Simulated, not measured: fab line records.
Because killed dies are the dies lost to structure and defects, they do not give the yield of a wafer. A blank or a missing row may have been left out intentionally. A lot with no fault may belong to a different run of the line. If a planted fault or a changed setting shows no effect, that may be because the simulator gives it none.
Code-filled problem report in 8D (eight disciplines) form + flow nand harc + the parts of the form that need people (team, actions taken, sign-off) are left out

## 1. WHAT IS WRONG
At NHARC_P_CONTACT_CMP_24, time to endpoint s averages 52.8 s over 3 wafers from 3 lots, while fault-free wafers read 39.5 s, standard deviation 2.8. Relative to the usual mean, that is a shift of +4.7 standard deviations.
The step: polishes, t overpolish 30 s, target thk 200 nm.
Earliest sighting: wafer L379.5 on cmp-02 at day 7 20:24. The record holds 34 wafers of 12 lots with a number at this step. Rule for "out" (also "out of limits"): further than 4 standard deviations from the usual mean. Any other wafer with a number is counted as sound.

## 2. WHAT IT IS; WHAT IT IS NOT
| question                    | is                     | is not                                                                                       |
|-----------------------------|------------------------|----------------------------------------------------------------------------------------------|
| which readings at this step | time to endpoint s     | motor current A, overpolish run s                                                            |
| which lots                  | L379, L380, L383       | L370, L371, L372, L373, L374, L376, L387, L388, L393                                         |
| which wafers of those lots  | L379.5, L380.2, L383.5 | L379.3, L380.1, L380.6, L383.4                                                               |
| read on which tools         | cmp-02, cmp-04         | cmp-03                                                                                       |
| when                        | from day 7 20:24       | up to then (19 sound wafers); but 12 sound wafers of L380, L383, L387, L388, L393 came after |

## 3. SUSPECTS, AND WHAT RULES EACH OUT
Counting: if a tool at a process step up to the reading ran every lot that is out, it stays a suspect. Sound lots after the first of them don't rule it out here, since some wafers of a struck lot are sound.
- cvd w-01 at NHARC_P_CONTACT_CVD_23 (deposits W, target thk 200 nm, time 557 s): kept. Every lot that is out went through it, the first being L379 (day 7 19:56); the last sound lot it ran before that was L376 (day 7 05:42).
After counting, what remains is cvd w-01 at NHARC_P_CONTACT_CVD_23.

## 4. THE CAUSE (what the simulator had put in)
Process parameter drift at NHARC_P_CONTACT_CVD_23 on cvd w-01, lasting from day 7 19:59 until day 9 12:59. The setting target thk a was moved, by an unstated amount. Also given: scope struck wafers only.
After counting, this tool was the only one left.

## 5. THE CHAIN OF EFFECTS, in route order
Rows list readings where the struck wafers' mean (over those with a number) sits beyond 3 standard deviations from the usual. Only readings whose record carries a usual standard deviation are examined. hours: median over the lots of the time between each lot's start at the first step of this table that gives one and its start at this step. sigmas: the change, counted in usual standard deviations.
| hours | step                   | reading            | usual  | on struck wafers | change | sigmas |
|-------|------------------------|--------------------|--------|------------------|--------|--------|
| 0     | NHARC_P_CONTACT_CMP_24 | time to endpoint s | 39.5 s | 52.8             | +13.3  | +4.7   |
The process steps in it:
- NHARC_P_CONTACT_CMP_24: polishes, t overpolish 30 s, target thk 200 nm.

## 6. HOW IT WOULD HAVE BEEN CAUGHT EARLIER
0 hours passed between the start of the fault at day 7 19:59 and the first reading out of limits in this record, taken at day 7 20:24.
Of the tool readings at NHARC_P_CONTACT_CVD_23 for which the record gives a usual standard deviation, none was out on any struck wafer, so an alarm limit of 4 standard deviations on them would not have fired.
L383, from the lots that are out (3), started NHARC_P_CONTACT_CVD_23 on cvd w-01 later than day 7 20:24. Putting the tool on hold at that point would have spared it.
